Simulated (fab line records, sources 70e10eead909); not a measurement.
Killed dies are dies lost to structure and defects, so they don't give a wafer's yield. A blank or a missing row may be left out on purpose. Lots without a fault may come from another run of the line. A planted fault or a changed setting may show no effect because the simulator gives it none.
Chamber matching | flow nand_harc | NHARC_P_GATE_DESCUM_48 on rie_diel-08: 4 sister chambers
The step chemistry O2, time 3 s. 8 wafers are shown with their chamber, then 10 later ones without.

WAFERS WITH THEIR CHAMBER
wafer  | chamber | oes_product_au (a.u.) | rf_vpp_V (V)
L078.1 | 3       | 0.982                 | 58.1
L078.2 | 1       | 1.002                 | 57.3
L078.3 | 2       | 0.965                 | 58.4
L078.5 | 3       | 0.992                 | 59.7
L080.1 | 2       | 0.978                 | 58.4
L080.6 | 0       | 0.987                 | 58.6
L082.2 | 0       | 0.987                 | 57.6
L082.3 | 1       | 0.991                 | 58.5

WAFERS WITHOUT THEIR CHAMBER
wafer  | oes_product_au (a.u.) | rf_vpp_V (V)
L082.6 | 0.997                 | 59.3
L087.3 | 0.990                 | 58.0
L087.5 | 0.983                 | 57.6
L087.6 | 0.991                 | 57.5
L090.1 | 0.984                 | 58.3
L090.2 | 0.962                 | 58.2
L090.5 | 0.970                 | 58.8
L095.1 | 0.982                 | 57.3
L095.2 | 0.976                 | 57.6
L095.3 | 0.998                 | 58.1

WHICH CHAMBER EACH WENT THROUGH
wafer  | from the rows above               | in truth
L082.6 | can't be placed: 3 or 1 or 0      | 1
L087.3 | can't be placed: 0 or 1 or 3      | 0
L087.5 | can't be placed: 0 or 3 or 2 or 1 | 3
L087.6 | can't be placed: 1 or 0 or 3      | 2
L090.1 | can't be placed: 0 or 3 or 2 or 1 | 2
L090.2 | 2                                 | 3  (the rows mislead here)
L090.5 | can't be placed: 2 or 3           | 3
L095.1 | can't be placed: 0 or 2 or 3 or 1 | 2
L095.2 | can't be placed: 2 or 0 or 3 or 1 | 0
L095.3 | can't be placed: 1 or 0 or 3      | 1
Placed correctly: 0 of 10. Can't be placed from these rows: 9 (the true chamber is among the candidates in 8). Placed wrongly: 1.
How it was worked out, from the rows above alone: a wafer's distance from a chamber is the root of the sum, over the readings, of the square of ((its reading less the chamber's mean) divided by the reading's scatter). The wafer belongs to the nearest chamber; if the next one is less than 2 further off, it can't be placed. A chamber's mean is the mean of its shown wafers. The scatter: the root of (the sum of the squares of (reading less its chamber's mean) over the shown wafers, divided by (wafers less chambers)).
